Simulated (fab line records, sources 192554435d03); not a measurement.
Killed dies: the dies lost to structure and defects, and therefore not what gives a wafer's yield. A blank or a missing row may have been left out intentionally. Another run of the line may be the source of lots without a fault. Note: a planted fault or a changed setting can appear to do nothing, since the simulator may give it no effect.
A lot that was struck, set against a sound lot	flow n5 finfet	37 out of 1938 route steps
Sound: the wafers L415.1, L415.3, L415.5. Wafers L426.1, L426.2, L426.4 were the ones struck. The cause is named last.
Per side, at each step with rows, come the tool, then ch with its chambers, and then its first start. Under that, the readings that differ: sound wafers	struck wafers	difference of the means	sigmas: that difference in standard deviations of wafers without a fault.
alike: a reading whose means differ by less than 2 such deviations, as well as words and numbers matching on both sides. not compared: withheld readings; readings where some wafer has no value; bounds like >300 that might hide an equal value; numbers whose values overlap and for which the record gives no deviation.
Wherever a step has rows on one side only, a row that says differs or no value, or a row with sigmas, the two part there. When numbers do not overlap yet have no deviation, they are printed without sigmas and do not part them. A reading missing from all wafers of one side parts the sides only when that side holds two or more wafers.

first, 9 steps without rows for these wafers: N5_WELL_APT_SOFTBAKE_20 (time 60 s); N5_WELL_APT_EXPOSE_22 (exposes mask PWELL, defocus 0 nm, target cd 200 nm); N5_WELL_APT_PEB_23 (peb time 90 s); N5_WELL_APT_DEVELOP_24 (develop time 45 s); N5_WELL_APT_HARDBAKE_29 (time 120 s); N5_WELL_APT_DESCUM_30 (chemistry O2, time 7.9 s); N5_WELL_APT_IMPLANT_31; N5_WELL_APT_IMPLANT_32; N5_WELL_APT_STRIP_33 (strips in SPM, time 900 s).
N5_WELL_APT_RTA_34: time 10 s.
  sound on rtp anneal-02 ch 0, day 3 01:17; struck on rtp anneal-02 ch 0, day 5 15:50
reading	sound	struck	difference	sigmas
lamp power pct (%)	12.96 13.07 13.06	11.69 11.73 11.70	-1.32	-24
lamp_zone_1_pct (%)	12.976 12.970 12.967	11.687 11.656 11.684	-1.295	-50
lamp_zone_2_pct (%)	12.982 13.004 12.977	11.702 11.697 11.712	-1.284	-46
lamp_zone_3_pct (%)	13.016 12.982 12.992	11.679 11.715 11.710	-1.295	-50
lamp_zone_4_pct (%)	12.950 12.969 12.985	11.707 11.706 11.647	-1.281	-46
lamp_zone_5_pct (%)	13.014 13.000 13.000	11.751 11.732 11.710	-1.274	-44
lamp_zone_6_pct (%)	12.911 12.884 12.926	11.661 11.590 11.583	-1.296	-45
lamp_zone_7_pct (%)	13.413 13.379 13.433	12.114 12.130 12.100	-1.294	-45
  alike: wafer_temp_C_max
then, 25 steps without rows for these wafers: N5_WELL_APT_OXIDE_STRIP_42 (strips SiO2 in dHF, time 45 s, target depth 12 nm); N5_WELL_APT_PRECLEAN_36 (cleans in O3/DIW, time 45 s); N5_WELL_APT_PRECLEAN_39 (cleans in dHF, time 60 s); N5_WELL_APT_SRD_37 (time 30 s); N5_WELL_APT_EPI_41 (deposits Si from SiH4/H2, target thk 50 nm, time 297.7 s); N5_PMOS_HMC_CHANNEL_EPI_HM_DEP_34 (deposits SiO2 from TEOS/O2, target thk 36 nm, time 6.9 s); N5_PMOS_HMC_CHANNEL_EPI_COAT_31 (time 60 s, resist thk 66 nm); N5_PMOS_HMC_CHANNEL_EPI_COAT_03 (resist thk 205 nm); N5_PMOS_HMC_CHANNEL_EPI_EBR_05; N5_PMOS_HMC_CHANNEL_EPI_SOFTBAKE_04 (time 60 s); N5_PMOS_HMC_CHANNEL_EPI_EXPOSE_06 (exposes mask PMOS HMC BLK, target cd 240 nm); N5_PMOS_HMC_CHANNEL_EPI_PEB_07 (peb time 60 s); N5_PMOS_HMC_CHANNEL_EPI_DEVELOP_08 (develop time 30 s); N5_PMOS_HMC_CHANNEL_EPI_DESCUM_14 (chemistry O2, time 7.9 s); N5_PMOS_HMC_CHANNEL_EPI_ETCH_32 (etches BARC in N2/H2, stops on SiO2, target depth 85.8 nm, time 50.3 s); N5_PMOS_HMC_CHANNEL_EPI_HM_OPEN_15 (chemistry CHF3/O2, target SiO2, target depth 40.6 nm, time 20.3 s); N5_PMOS_HMC_CHANNEL_EPI_STRIP_33 (strips in N2/H2); N5_PMOS_HMC_CHANNEL_EPI_STRIP_17 (strips in SPM, time 750 s); N5_PMOS_HMC_CHANNEL_EPI_ETCH_38 (etches SiO2 in CF4, target depth 1.5 nm); N5_PMOS_HMC_CHANNEL_EPI_FIN_RECESS_16 (chemistry HBr/Cl2, target Si, target depth 54 nm, time 18 s); N5_PMOS_HMC_CHANNEL_EPI_PRECLEAN_36 (cleans in O3/DIW, time 45 s); N5_PMOS_HMC_CHANNEL_EPI_PRECLEAN_18 (cleans in DHF, time 30 s); N5_PMOS_HMC_CHANNEL_EPI_SRD_19 (time 30 s); N5_PMOS_HMC_CHANNEL_EPI_EPI_20 (deposits SiGe30, target thk 59 nm); N5_PMOS_HMC_CHANNEL_EPI_HM_STRIP_35 (strips SiO2 in dHF, material SiO2, target depth 39.6 nm, time 216 s).
-- the record jumps here: 6 days lie between the struck wafers' starts before and after (it left off in module PMOS_HMC_CHANNEL_EPI and takes up again in module BEOL_M4, whose first step shown is number 1111 of the route) --
N5_BEOL_M4_RC_MEAS_101:
  sound on prober-01 ch 0, day 9 03:13; struck on prober-01 ch 0, day 11 22:05
reading	sound	struck	difference	sigmas
IOFF_N_LONG (nA/um)	5.88e-05 5.75e-05 5.72e-05	6.96e-05 6.84e-05 7.26e-05	+1.24e-05	+4
  alike: DIBL_N, DIBL_P, IOFF_N, IOFF_P, ION_N, ION_P, SS_N, SS_P, VT_N, VT_P
-- the record jumps here: 5 days lie between the struck wafers' starts before and after (it left off in module BEOL_M4 and takes up again in module PASSIVATION, whose first step shown is number 1936 of the route) --
N5_PASSIVATION_PROBE_49:
  only the struck wafers here have rows in the record (prober-02, day 16 10:16); the sound ones have none

WHERE THEY PART
First at N5_WELL_APT_RTA_34; last, within this record, at N5_PASSIVATION_PROBE_49.

WHY: what the simulator had put in
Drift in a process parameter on rtp anneal-02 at N5_WELL_APT_RTA_34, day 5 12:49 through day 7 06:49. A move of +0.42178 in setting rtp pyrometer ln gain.
